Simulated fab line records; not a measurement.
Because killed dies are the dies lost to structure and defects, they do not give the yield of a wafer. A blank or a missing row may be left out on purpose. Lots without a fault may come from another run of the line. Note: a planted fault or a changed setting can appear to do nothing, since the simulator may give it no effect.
fab line records	flow n5-finfet
record: lots: 12	wafers: 34	last-day: 16
route steps=1938 shown BEOL_M0@741 PAD_METAL@1895 PASSIVATION@1906
lots that met no fault: taken from a fault-free run of the same line
start-h: start of the lot's first displayed wafer, in hours after the record's first day	wait-h: hours elapsed since this lot's preceding step	" as in the row above	L1.1+2: several wafers, shown together as one row	- no value present, or no start provided	* or withheld: withheld	< > ~ a bound
route shown NAME@n: NAME is a module with steps in the file, n the number in the route of the first one	usual: mean and standard deviation over wafers with no fault	same: alike in all rows	chamber/n: place in a boat	sites: the reading at each site	_std_site: their standard deviation	_edge_site: the outer-site mean with the inner-site mean subtracted	radius-mm: how far each site lies from the wafer's centre	mask NAME#n: copy n	behind: the most recent tool/chamber to have shaped the wafer	hold: reason for holding the lot/hours on hold/outcome of the hold	device: which transistor (n, p or np) failed to switch	end of line: tests of these same wafers at the route's end	a step given without rows: its recipe and nothing more	killed: dies that structure and defects cost at the first sort, which is not the same as the wafer's yield	map: shows each die of a wafer: x if killed, . if not, _ if none is there
set.NAME: the setting that was run; set.NAME@STEP: the one run at that earlier step	model.NAME: the simulator's own value behind a step, which no gauge read
steps of the route over a sample of lots; a table a step, a row a wafer
services: the hour from which a tool's chamber was out of use, counted from the record's first day as start-h (under 0 if before that day), plus the number of hours and why
== steps ==
step: N5_BEOL_M0_ECD_118
recipe: material: Cu	target-thk-a: 3000
lot.wafer	tool	chamber	start-h	wait-h
L836.2+4+5	ecd-cu-01	0	132.38	0.1
L835.2+3+5	ecd-cu-01	1,0,0	134.22	0.1
L838.2+4+6	ecd-cu-01	1,0,1	149.64	0.1
L839.5+6	ecd-cu-01	0,1	159.01	0.1
L840.3+5+6	ecd-cu-01	1,1,0	161.88	0.1
L842.1+3+4	ecd-cu-01	1,1,0	174.38	0.1
L843.3+4+6	ecd-cu-01	1,0,1	181.30	0.1
L844.4+6	ecd-cu-01	0	185.87	0.1
L845.1+2+4	ecd-cu-02	0,1,1	193.02	0.1
L848.1+2+3	ecd-cu-01	0,1,1	209.79	0.1
L850.1+2+6	ecd-cu-01	1,0,1	221.92	0.1
L853.3+4+6	ecd-cu-02	1,0,1	245.05	0.1
step: N5_PASSIVATION_SPUTTER_20
recipe: material: TaN	target-thk-a: 500	temp-c: 25	chamber-pressure-pa: 0.4
usual: throttle-valve-pct: 30.3/0.93
lot.wafer	tool	chamber	start-h	wait-h	throttle-valve-pct
L835.2	pvd-sputter-02	-	273.80	0.0	30.7
L835.3	"	-	"	"	32.3
L835.5	"	-	"	"	29.9
L836.2	pvd-sputter-02	-	275.15	0.0	30.0
L836.4	"	-	"	"	30.6
L836.5	"	-	"	"	30.3
L838.2	pvd-sputter-01	-	301.30	0.0	30.2
L838.4	"	-	"	"	31.2
L838.6	"	-	"	"	29.8
L840.3	pvd-sputter-02	-	313.49	0.0	29.9
L840.5	"	-	"	"	30.5
L840.6	"	-	"	"	30.2
L839.5	pvd-sputter-03	-	321.55	0.1	30.9
L839.6	"	-	"	"	30.7
L842.1	pvd-sputter-01	-	325.58	0.0	28.4
L842.3	"	-	"	"	29.8
L842.4	"	-	"	"	28.4
L845.1	pvd-sputter-03	-	334.31	0.0	30.9
L845.2	"	-	"	"	29.8
L845.4	"	-	"	"	29.5
L844.4	pvd-sputter-03	-	334.89	0.0	29.5
L844.6	"	-	"	"	29.5
L843.3	pvd-sputter-03	-	338.53	0.0	29.1
L843.4	"	-	"	"	29.5
L843.6	"	-	"	"	30.7
L848.1	pvd-sputter-02	-	357.05	0.0	32.2
L848.2	"	-	"	"	29.9
L848.3	"	-	"	"	30.0
L850.1	pvd-sputter-02	-	370.06	0.0	31.9
L850.2	"	-	"	"	29.8
L850.6	"	-	"	"	30.0
L853.3	pvd-sputter-02	-	386.36	0.0	30.5
L853.4	"	-	"	"	31.9
L853.6	"	-	"	"	30.1
step: N5_PASSIVATION_OVL_MEAS_63
recipe: points-per-wafer: 44
usual: PAD_OVL: 3/5.9
lot.wafer	tool	chamber	start-h	wait-h	PAD_OVL[nm]
L835.2	overlay-01	0	274.43	0.0	3
L835.3	"	0	"	"	8
L835.5	"	0	"	"	1
L836.2	overlay-02	0	275.79	0.0	2
L836.4	"	0	"	"	3
L836.5	"	0	"	"	-1
L838.2	overlay-01	0	301.90	0.0	10
L838.4	"	0	"	"	13
L838.6	"	0	"	"	11
L840.3	overlay-01	0	314.21	0.0	0
L840.5	"	0	"	"	2
L840.6	"	0	"	"	1
L839.5	overlay-01	0	322.23	0.0	13
L839.6	"	0	"	"	19
L842.1	overlay-01	0	326.18	0.0	6
L842.3	"	0	"	"	7
L842.4	"	0	"	"	5
L845.1	overlay-02	0	334.91	0.0	9
L845.2	"	0	"	"	-2
L845.4	"	0	"	"	3
L844.4	overlay-02	0	335.51	0.0	3
L844.6	"	0	"	"	1
L843.3	overlay-01	0	339.14	0.0	5
L843.4	"	0	"	"	0
L843.6	"	0	"	"	2
L848.1	overlay-01	0	357.77	0.0	1
L848.2	"	0	"	"	-3
L848.3	"	0	"	"	5
L850.1	overlay-01	0	370.79	0.0	3
L850.2	"	0	"	"	6
L850.6	"	0	"	"	-4
L853.3	overlay-01	0	387.09	0.0	12
L853.4	"	0	"	"	-5
L853.6	"	0	"	"	-1
step: N5_PASSIVATION_DESCUM_32
recipe: chemistry: O2	time-s: 7.9	source-power-w: 50	bias-power-w: 20	pressure-mtorr: 20	rf-frequency-hz: 2.712e+07	temp-c: 40	o2-flow-sccm: 225
usual: drypump-motor-current-A: 5.6/0.52	oes-product-au: 0.83/0.064	rf-vpp-V: 242.9/1.4	showerhead-plenum-p-Torr: 2.08/0.07	throttle-valve-pct: 20.34/0.24
lot.wafer	tool	chamber	start-h	wait-h	drypump-motor-current-A	oes-product-au	rf-hours-counter-h	rf-vpp-V	showerhead-plenum-p-Torr	throttle-valve-pct
L835.2	rie-diel-02	2	274.49	0.0	5.2	0.81	95	242.0	2.03	20.37
L835.3	"	3	"	"	5.3	0.86	64	243.9	2.22	20.36
L835.5	"	3	"	"	5.3	0.86	-	245.1	2.22	20.34
L836.2	rie-diel-02	3	275.84	0.0	5.3	0.87	65	243.9	2.22	20.35
L836.4	"	2	"	"	5.2	0.80	-	241.3	2.03	20.38
L836.5	"	3	"	"	5.3	0.86	-	244.8	2.22	20.36
L838.2	rie-diel-04	0	302.09	0.2	5.0	0.90	26	243.2	2.03	20.21
L838.4	"	1	"	"	6.0	0.70	249	243.5	2.15	20.91
L838.6	"	2	"	"	5.1	0.86	-	241.8	2.05	20.36
L840.3	rie-diel-02	3	314.32	0.1	5.3	0.85	76	246.5	2.21	20.37
L840.5	"	2	"	"	5.1	0.79	-	240.5	2.03	20.38
L840.6	"	3	"	"	5.3	0.85	-	244.6	2.21	20.37
L839.5	rie-diel-03	3	322.37	0.1	5.1	0.68	-	243.8	2.14	20.37
L839.6	"	2	"	"	5.9	0.89	-	241.8	2.06	20.19
L842.1	rie-diel-03	0	326.37	0.2	6.1	0.82	79	242.9	2.04	20.79
L842.3	"	3	"	"	5.1	0.70	205	243.8	2.14	20.37
L842.4	"	2	"	"	5.9	0.90	21	242.2	2.06	20.21
L845.1	rie-diel-02	2	334.97	0.0	5.1	0.79	119	241.4	2.02	20.41
L845.2	"	3	"	"	5.3	0.83	84	244.5	2.21	20.36
L845.4	"	0	"	"	5.1	0.91	12	245.5	2.22	20.42
L844.4	rie-diel-03	2	335.58	0.0	5.9	0.90	24	242.9	2.06	20.24
L844.6	"	3	"	"	5.2	0.69	-	242.7	2.14	20.39
L843.3	rie-diel-02	1	339.19	0.0	6.4	0.87	59	241.1	2.03	19.89
L843.4	"	0	"	"	5.1	0.91	13	244.7	2.22	20.41
L843.6	"	1	"	"	6.4	0.86	-	241.9	2.03	19.89
L848.1	rie-diel-04	2	357.83	0.0	5.1	0.83	80	241.7	2.04	20.41
L848.2	"	1	"	"	6.0	0.94	11	244.0	2.14	20.37
L848.3	"	0	"	"	5.0	0.84	50	242.7	2.02	20.24
L850.1	rie-diel-03	3	370.85	0.0	5.2	0.69	220	244.4	2.13	20.41
L850.2	"	2	"	"	5.9	0.88	36	239.3	2.06	20.25
L850.6	"	2	"	"	5.9	0.87	-	241.8	2.06	20.24
L853.3	rie-diel-02	1	387.14	0.0	6.4	0.83	76	244.2	2.03	19.92
L853.4	"	1	"	"	6.4	0.84	-	241.1	2.03	19.92
L853.6	"	0	"	"	5.1	0.87	-	245.0	2.21	20.44
step: N5_PASSIVATION_PROBE_49
usual: defect-limited-yield: 91.7/1.7	killed_at_M0_to_M3: 34/10	killed_at_M4_up: 13/5.1	killed-at-contacts: 12/6.2	killed-at-front-end: 36/12	killed-at-other: 3.2/2.6	killed-dies: 98/20	killed-on-rim: 13/4.5	killed-open: 65/13	killed-short: 32/8.4	sort_bin_5_function: 4.8/1.1	sort_bin_6_memory: 3.2/0.74	sort-n-pass: 1082/20	sort-yield-pct: 91.7/1.7
same: gross-dies: 1180	killed-at-back-side: 0	sort_bin_4_leakage[%]: 0	sort_bin_8_speed[%]: 0
lot.wafer	tool	chamber	start-h	wait-h	defect-limited-yield[%]	killed_at_M0_to_M3	killed_at_M4_up	killed-at-contacts	killed-at-front-end	killed-at-other	killed-dies	killed-on-rim	killed-open	killed-short	sort_bin_5_function[%]	sort_bin_6_memory[%]	sort-n-pass	sort-yield-pct[%]
L835.2	prober-01	-	279.94	0.1	93.5	28	16	9	22	2	77	11	53	21	3.9	2.5	1103	93.5
L835.3	prober-01	-	279.99	0.1	93.6	40	10	11	15	0	76	6	54	21	3.3	3.0	1104	93.6
L835.5	prober-01	-	280.09	0.2	92.9	23	13	11	35	2	84	2	48	36	3.7	3.2	1096	92.9
L836.2	prober-02	-	280.86	0.1	90.9	52	9	26	15	5	107	13	76	31	5.2	3.7	1073	90.9
L836.4	prober-02	-	280.96	0.2	92.9	26	17	12	23	6	84	10	54	29	4.0	2.8	1096	92.9
L836.5	prober-02	-	281.01	0.2	93.0	37	7	16	19	4	83	18	50	33	3.8	3.1	1097	93.0
L838.2	prober-01	-	308.77	0.1	93.2	37	17	7	17	2	80	9	57	21	3.6	2.9	1100	93.2
L838.4	prober-01	-	308.87	0.2	91.6	43	17	9	30	0	99	9	69	29	5.8	2.4	1081	91.6
L838.6	prober-01	-	308.97	0.3	91.5	43	17	11	29	0	100	10	64	34	5.3	2.8	1080	91.5
L840.3	prober-02	-	319.39	0.1	91.6	35	14	14	28	8	99	15	76	23	4.8	3.5	1081	91.6
L840.5	prober-02	-	319.49	0.2	89.7	30	8	8	72	4	122	16	83	36	5.8	4.2	1058	89.7
L840.6	prober-02	-	319.54	0.3	89.7	40	8	13	59	2	122	14	82	40	6.7	3.2	1058	89.7
L839.5	prober-02	-	327.34	0.2	93.1	22	13	3	41	2	81	16	45	27	3.5	2.3	1099	93.1
L839.6	prober-02	-	327.39	0.3	93.4	16	8	14	38	2	78	12	56	22	3.6	2.8	1102	93.4
L842.1	prober-02	-	331.27	0.0	88.7	35	13	10	73	2	133	20	81	51	6.9	3.9	1047	88.7
L842.3	prober-02	-	331.37	0.1	87.1	73	13	4	56	6	152	24	87	64	6.9	5.3	1028	87.1
L842.4	prober-02	-	331.42	0.2	88.9	38	23	12	54	4	131	17	78	53	6.9	4.0	1049	88.9
L845.1	prober-01	-	339.82	0.0	93.3	21	15	2	38	3	79	8	54	25	3.2	3.1	1101	93.3
L845.2	prober-01	-	339.87	0.1	92.5	32	11	6	37	3	89	15	59	30	4.8	2.6	1091	92.5
L845.4	prober-01	-	339.97	0.2	94.6	14	17	4	21	8	64	8	45	19	3.5	1.9	1116	94.6
L844.4	prober-01	-	340.57	0.2	94.0	16	12	15	25	3	71	8	47	24	3.4	2.2	1109	94.0
L844.6	prober-01	-	340.67	0.3	93.2	31	7	13	29	0	80	9	54	26	3.6	3.1	1100	93.2
L843.3	prober-02	-	345.24	0.1	90.7	36	12	20	38	4	110	17	78	23	5.3	3.1	1070	90.7
L843.4	prober-02	-	345.29	0.2	90.3	41	18	14	36	5	114	8	74	40	5.8	3.6	1066	90.3
L843.6	prober-02	-	345.39	0.3	88.6	49	14	30	37	4	134	16	90	44	6.9	4.1	1046	88.6
L848.1	prober-01	-	362.68	0.0	92.5	28	8	10	38	5	89	13	56	31	4.7	2.5	1091	92.5
L848.2	prober-01	-	362.73	0.1	92.7	50	4	8	22	2	86	11	63	23	4.2	3.1	1094	92.7
L848.3	prober-01	-	362.78	0.1	92.4	32	17	8	26	7	90	12	58	32	4.7	2.7	1090	92.4
L850.1	prober-01	-	376.49	0.0	73.6	271	10	5	26	0	312	33	34	28	16.3	8.6	868	73.6
L850.2	prober-01	-	376.54	0.1	71.7	274	12	10	33	5	334	34	65	23	16.6	10.2	846	71.7
L850.6	prober-01	-	376.74	0.3	72.4	262	10	12	36	6	326	50	59	35	15.5	10.8	854	72.4
L853.3	prober-02	-	392.07	0.1	93.1	22	12	11	35	2	82	8	57	23	4.6	2.2	1098	93.1
L853.4	prober-02	-	392.12	0.2	92.9	30	12	5	31	6	84	15	51	31	4.2	2.7	1096	92.9
L853.6	prober-02	-	392.22	0.3	89.2	41	22	18	39	8	128	13	74	51	5.7	4.1	1052	89.2
killed by level:class
L835.2 MOL_CONTACT_COAG:geometric-particle:open=7 STI_FIN_REVEAL:geometric-particle:open=5 DUMMY_GATE:geometric-particle:open=5 BEOL_M0_SAQP:geometric-particle:open=5 BEOL_M0_SAQP:geometric-particle:short=5 BEOL_M2:geometric-particle:open=5 BEOL_M3:geometric-particle:open=5 BEOL_M5:geometric-particle:open=5
L835.3 MOL_CONTACT_COAG:geometric-particle:open=9 BEOL_M2:geometric-particle:open=9 BEOL_M0_SAQP:geometric-particle:short=8 BEOL_M3:geometric-particle:open=8 BEOL_M0_SAQP:geometric-particle:open=7 STI_FIN_REVEAL:geometric-particle:open=5 BEOL_M1:geometric-particle:open=5 DUMMY_GATE:geometric-particle:open=3
L835.5 GATE_CUT:geometric-particle:short=9 MOL_CONTACT_COAG:geometric-particle:open=7 BEOL_M1:geometric-particle:open=6 MOL_CONTACT_COAG:geometric-particle:short=4 STARTING-WAFER:geometric-particle:open=4 BEOL_M1:geometric-particle:short=4 BEOL_M3:geometric-particle:short=4 BEOL_M4:geometric-particle:open=4
L836.2 MOL_CONTACT_COAG:geometric-particle:open=23 BEOL_M0_SAQP:geometric-particle:open=16 BEOL_M0_SAQP:geometric-particle:short=9 BEOL_M1:geometric-particle:open=8 BEOL_M3:geometric-particle:open=6 BEOL_M2:geometric-particle:open=5 STARTING-WAFER:geometric-particle:short=5 BEOL_M1:geometric-particle:short=4
L836.4 MOL_CONTACT_COAG:geometric-particle:open=10 DUMMY_GATE:geometric-particle:open=7 BEOL_M0_SAQP:geometric-particle:open=7 BEOL_M4:geometric-particle:open=6 FIN_SAQP:geometric-particle:short=5 BEOL_M0_SAQP:geometric-particle:short=5 BEOL_M5:geometric-particle:open=5 BEOL_M1:geometric-particle:open=4
L836.5 MOL_CONTACT_COAG:geometric-particle:open=12 BEOL_M0_SAQP:geometric-particle:short=10 BEOL_M0_SAQP:geometric-particle:open=10 FIN_SAQP:geometric-particle:short=6 BEOL_M2:geometric-particle:open=5 STI_FIN_REVEAL:geometric-particle:open=4 GATE_CUT:geometric-particle:short=4 MOL_CONTACT_COAG:geometric-particle:short=4
L838.2 BEOL_M2:geometric-particle:open=11 DUMMY_GATE:geometric-particle:open=7 MOL_CONTACT_COAG:geometric-particle:open=7 BEOL_M0_SAQP:geometric-particle:short=7 BEOL_M1:geometric-particle:open=6 BEOL_M0:geometric-particle:open=5 STI_FIN_REVEAL:geometric-particle:open=4 BEOL_M4:geometric-particle:open=4
L838.4 BEOL_M4:geometric-particle:open=10 BEOL_M0_SAQP:geometric-particle:open=8 MOL_CONTACT_COAG:geometric-particle:open=8 BEOL_M0_SAQP:geometric-particle:short=7 FIN_SAQP:geometric-particle:open=6 BEOL_M2:geometric-particle:open=6 BEOL_M3:geometric-particle:open=6 BEOL_M0:geometric-particle:open=5
L838.6 BEOL_M2:geometric-particle:open=15 MOL_CONTACT_COAG:geometric-particle:open=11 BEOL_M0_SAQP:geometric-particle:short=8 FIN_SAQP:geometric-particle:short=7 BEOL_M3:geometric-particle:open=7 GATE_CUT:geometric-particle:open=5 BEOL_M4:geometric-particle:short=5 BEOL_M0_SAQP:geometric-particle:open=4
L840.3 MOL_CONTACT_COAG:geometric-particle:open=12 BEOL_M2:geometric-particle:open=10 BEOL_M4:geometric-particle:open=8 STI_FIN_REVEAL:geometric-particle:open=7 BEOL_M3:geometric-particle:open=7 BEOL_M1:geometric-particle:open=6 BEOL_M0_SAQP:geometric-particle:open=5 FIN_SAQP:geometric-particle:short=4
L840.5 FIN_SAQP:geometric-particle:open=15 FIN_SAQP:geometric-particle:short=12 STI_FIN_REVEAL:geometric-particle:open=11 MOL_CONTACT_COAG:geometric-particle:open=8 BEOL_M3:geometric-particle:open=8 DUMMY_GATE:geometric-particle:open=6 GATE_CUT:geometric-particle:open=6 BEOL_M0_SAQP:geometric-particle:open=6
L840.6 BEOL_M3:geometric-particle:open=14 FIN_SAQP:geometric-particle:open=13 MOL_CONTACT_COAG:geometric-particle:open=9 FIN_SAQP:geometric-particle:short=6 DUMMY_GATE:geometric-particle:short=6 DUMMY_GATE:geometric-particle:open=6 ILD0:geometric-particle:open=6 BEOL_M0_SAQP:geometric-particle:open=6
L839.5 FIN_SAQP:geometric-particle:open=10 HKMG_FIN:area-etch=9 FIN_SAQP:geometric-particle:short=8 BEOL_M3:geometric-particle:open=7 STI_FIN_REVEAL:geometric-particle:open=6 BEOL_M0_SAQP:geometric-particle:short=4 MOL_CONTACT_COAG:geometric-particle:open=3 BEOL_M0:geometric-particle:open=3
L839.6 MOL_CONTACT_COAG:geometric-particle:open=12 STI_FIN_REVEAL:geometric-particle:open=9 FIN_SAQP:geometric-particle:short=7 BEOL_M3:geometric-particle:open=6 FIN_SAQP:geometric-particle:open=5 STARTING-WAFER:geometric-particle:open=5 BEOL_M1:geometric-particle:open=4 BEOL_M2:geometric-particle:open=3
L842.1 FIN_SAQP:geometric-particle:short=23 FIN_SAQP:geometric-particle:open=11 STI_FIN_REVEAL:geometric-particle:open=11 BEOL_M0_SAQP:geometric-particle:open=9 DUMMY_GATE:geometric-particle:open=8 MOL_CONTACT_COAG:geometric-particle:open=8 BEOL_M0_SAQP:geometric-particle:short=8 BEOL_M0:geometric-particle:open=8
L842.3 BEOL_M0_SAQP:geometric-particle:short=21 BEOL_M0_SAQP:geometric-particle:open=18 FIN_SAQP:geometric-particle:open=16 BEOL_M1:geometric-particle:open=16 BEOL_M1:geometric-particle:short=9 STI_FIN_REVEAL:geometric-particle:open=8 DUMMY_GATE:geometric-particle:open=8 BEOL_M4:geometric-particle:short=8
L842.4 FIN_SAQP:geometric-particle:short=17 BEOL_M0_SAQP:geometric-particle:short=14 FIN_SAQP:geometric-particle:open=13 BEOL_M0_SAQP:geometric-particle:open=12 DUMMY_GATE:geometric-particle:open=9 MOL_CONTACT_COAG:geometric-particle:open=9 BEOL_M4:geometric-particle:open=9 BEOL_M4:geometric-particle:short=6
L845.1 STI_FIN_REVEAL:geometric-particle:open=12 BEOL_M3:geometric-particle:open=7 BEOL_M1:geometric-particle:open=6 BEOL_M4:geometric-particle:open=6 GATE_CUT:geometric-particle:short=5 FIN_SAQP:geometric-particle:short=4 FIN_SAQP:geometric-particle:open=4 BEOL_M3:geometric-particle:short=3
L845.2 FIN_SAQP:geometric-particle:short=8 STI_FIN_REVEAL:geometric-particle:open=7 BEOL_M3:geometric-particle:open=7 GATE_CUT:geometric-particle:short=5 MOL_CONTACT_COAG:geometric-particle:open=5 BEOL_M0_SAQP:geometric-particle:short=5 BEOL_M0_SAQP:geometric-particle:open=5 BEOL_M1:geometric-particle:open=5
L845.4 BEOL_M4:geometric-particle:open=11 STI_FIN_REVEAL:geometric-particle:open=7 BEOL_M3:geometric-particle:open=7 FIN_SAQP:geometric-particle:short=3 MOL_CONTACT_COAG:geometric-particle:open=3 BEOL_M0_SAQP:geometric-particle:open=3 PAD_METAL:geometric-particle:open=3 DUMMY_GATE:geometric-particle:open=2
L844.4 MOL_CONTACT_COAG:geometric-particle:open=12 BEOL_M4:geometric-particle:open=8 GATE_CUT:geometric-particle:short=6 FIN_SAQP:geometric-particle:open=5 BEOL_M0_SAQP:geometric-particle:open=5 FIN_SAQP:geometric-particle:short=4 GATE_CUT:geometric-particle:open=3 MOL_CONTACT_COAG:geometric-particle:short=3
L844.6 MOL_CONTACT_COAG:geometric-particle:open=10 BEOL_M2:geometric-particle:open=9 FIN_SAQP:geometric-particle:open=7 GATE_CUT:geometric-particle:short=5 BEOL_M3:geometric-particle:short=5 FIN_SAQP:geometric-particle:short=4 BEOL_M0_SAQP:geometric-particle:open=4 BEOL_M1:geometric-particle:open=4
L843.3 MOL_CONTACT_COAG:geometric-particle:open=16 BEOL_M3:geometric-particle:open=15 HKMG_FIN:area-etch=8 STI_FIN_REVEAL:geometric-particle:open=6 GATE_CUT:geometric-particle:short=6 BEOL_M0_SAQP:geometric-particle:open=6 DUMMY_GATE:geometric-particle:open=5 BEOL_M0_SAQP:geometric-particle:short=5
L843.4 FIN_SAQP:geometric-particle:open=12 BEOL_M3:geometric-particle:open=10 BEOL_M0_SAQP:geometric-particle:short=9 MOL_CONTACT_COAG:geometric-particle:open=8 BEOL_M4:geometric-particle:open=8 FIN_SAQP:geometric-particle:short=7 BEOL_M2:geometric-particle:open=7 STI_FIN_REVEAL:geometric-particle:open=6
L843.6 MOL_CONTACT_COAG:geometric-particle:open=26 BEOL_M2:geometric-particle:open=12 FIN_SAQP:geometric-particle:short=11 BEOL_M0_SAQP:geometric-particle:open=9 STI_FIN_REVEAL:geometric-particle:open=7 BEOL_M0_SAQP:geometric-particle:short=7 BEOL_M3:geometric-particle:open=7 FIN_SAQP:geometric-particle:open=6
L848.1 MOL_CONTACT_COAG:geometric-particle:open=9 DUMMY_GATE:geometric-particle:open=7 FIN_SAQP:geometric-particle:short=6 BEOL_M0_SAQP:geometric-particle:short=6 FIN_SAQP:geometric-particle:open=5 STI_FIN_REVEAL:geometric-particle:open=5 BEOL_M1:geometric-particle:open=5 BEOL_M2:geometric-particle:open=5
L848.2 BEOL_M0_SAQP:geometric-particle:open=19 BEOL_M0_SAQP:geometric-particle:short=9 BEOL_M3:geometric-particle:open=8 BEOL_M2:geometric-particle:open=7 MOL_CONTACT_COAG:geometric-particle:open=6 DUMMY_GATE:geometric-particle:open=5 FIN_SAQP:geometric-particle:open=4 BEOL_M3:geometric-particle:short=4
L848.3 BEOL_M0_SAQP:geometric-particle:open=12 BEOL_M0_SAQP:geometric-particle:short=12 BEOL_M4:geometric-particle:open=9 MOL_CONTACT_COAG:geometric-particle:open=7 STI_FIN_REVEAL:geometric-particle:open=5 FIN_SAQP:geometric-particle:short=4 BEOL_M8:geometric-particle:open=4 DUMMY_GATE:geometric-particle:open=3
L850.1 BEOL_M0:unspecified=250 GATE_CUT:geometric-particle:short=6 BEOL_M0_SAQP:geometric-particle:short=6 FIN_SAQP:geometric-particle:short=5 STI_FIN_REVEAL:geometric-particle:open=4 BEOL_M3:geometric-particle:open=4 MOL_CONTACT_COAG:geometric-particle:open=4 BEOL_M5:geometric-particle:open=4
L850.2 BEOL_M0:unspecified=245 BEOL_M3:geometric-particle:open=13 MOL_CONTACT_COAG:geometric-particle:open=9 STI_FIN_REVEAL:geometric-particle:open=9 FIN_SAQP:geometric-particle:short=6 FIN_SAQP:geometric-particle:open=5 GATE_CUT:geometric-particle:open=4 BEOL_M1:geometric-particle:open=4
L850.6 BEOL_M0:unspecified=231 BEOL_M2:geometric-particle:open=10 MOL_CONTACT_COAG:geometric-particle:open=9 STI_FIN_REVEAL:geometric-particle:open=8 GATE_CUT:geometric-particle:short=8 FIN_SAQP:geometric-particle:open=7 BEOL_M3:geometric-particle:open=6 BEOL_M1:geometric-particle:open=5
L853.3 MOL_CONTACT_COAG:geometric-particle:open=9 DUMMY_GATE:geometric-particle:open=7 BEOL_M0_SAQP:geometric-particle:open=7 STARTING-WAFER:geometric-particle:short=6 FIN_SAQP:geometric-particle:open=5 FIN_SAQP:geometric-particle:short=4 BEOL_M1:geometric-particle:open=4 BEOL_M3:geometric-particle:open=4
L853.4 STI_FIN_REVEAL:geometric-particle:open=8 FIN_SAQP:geometric-particle:open=6 BEOL_M0_SAQP:geometric-particle:open=6 BEOL_M0_SAQP:geometric-particle:short=5 BEOL_M1:geometric-particle:open=5 BEOL_M4:geometric-particle:short=4 BEOL_M4:geometric-particle:open=4 PASS1_CAP:geometric-particle:open=4
L853.6 MOL_CONTACT_COAG:geometric-particle:open=11 BEOL_M0_SAQP:geometric-particle:short=10 BEOL_M4:geometric-particle:open=10 MOL_CONTACT_COAG:geometric-particle:short=7 BEOL_M3:geometric-particle:open=7 BEOL_M4:geometric-particle:short=7 BEOL_M1:geometric-particle:open=6 BEOL_M2:geometric-particle:open=6
== services ==
tool	chamber	start-h	hours	kind
rie-diel-03	1	129.58	13.2	repair
ecd-cu-01	-	142.17	3.5	repair
rie-diel-02	1	166.72	-	clean
rie-diel-02	1	166.72	-	consumable-replace:focus-ring
rie-diel-02	1	166.72	15.5	scheduled-down
rie-diel-02	1	166.72	15.5	vent-cycle
rie-diel-03	1	204.96	8.0	repair
rie-diel-03	0	222.41	3.9	repair
rie-diel-04	0	244.97	22.3	repair
rie-diel-03	2	251.38	-	clean
pvd-sputter-01	-	260.51	3.0	repair
rie-diel-02	0	267.08	-	clean
rie-diel-02	0	267.08	-	consumable-replace:focus-ring
rie-diel-02	0	267.08	-	consumable-replace:showerhead
rie-diel-02	0	267.08	22.5	scheduled-down
rie-diel-02	0	267.08	22.5	vent-cycle
rie-diel-02	3	277.74	6.1	repair
rie-diel-02	-	307.01	4.3	pm
rie-diel-02	0	321.23	8.0	repair
ecd-cu-02	-	327.54	0.4	repair
rie-diel-03	3	348.19	4.0	repair
rie-diel-03	1	368.65	27.6	repair
rie-diel-02	3	373.97	29.1	repair
ecd-cu-01	-	383.74	5.4	repair
== key ==
first-sign: step: N5_PASSIVATION_PROBE_49	reading: killed_at_M0_to_M3	direction: up	sigmas: 22	usual: 34	struck: 269
effect: step: N5_PASSIVATION_PROBE_49	reading: defect-limited-yield	direction: down	sigmas: 12	usual: 91.7	struck: 72.5
more-kills-born-at: N5_BEOL_M0_ECD_118@ecd-cu-01: 726
met-at N5_BEOL_M0_ECD_118
struck-lots L850
not-acting-at N5_PASSIVATION_SPUTTER_20,N5_PASSIVATION_OVL_MEAS_63,N5_PASSIVATION_DESCUM_32
onset-between 209.79 221.92
fault: kind: chamber-particle-source	tool: ecd-cu-01	chamber: -	onset-h: 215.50	steps: N5_BEOL_M0_ECD_118	rate-per-visit-cm2: 0.43399
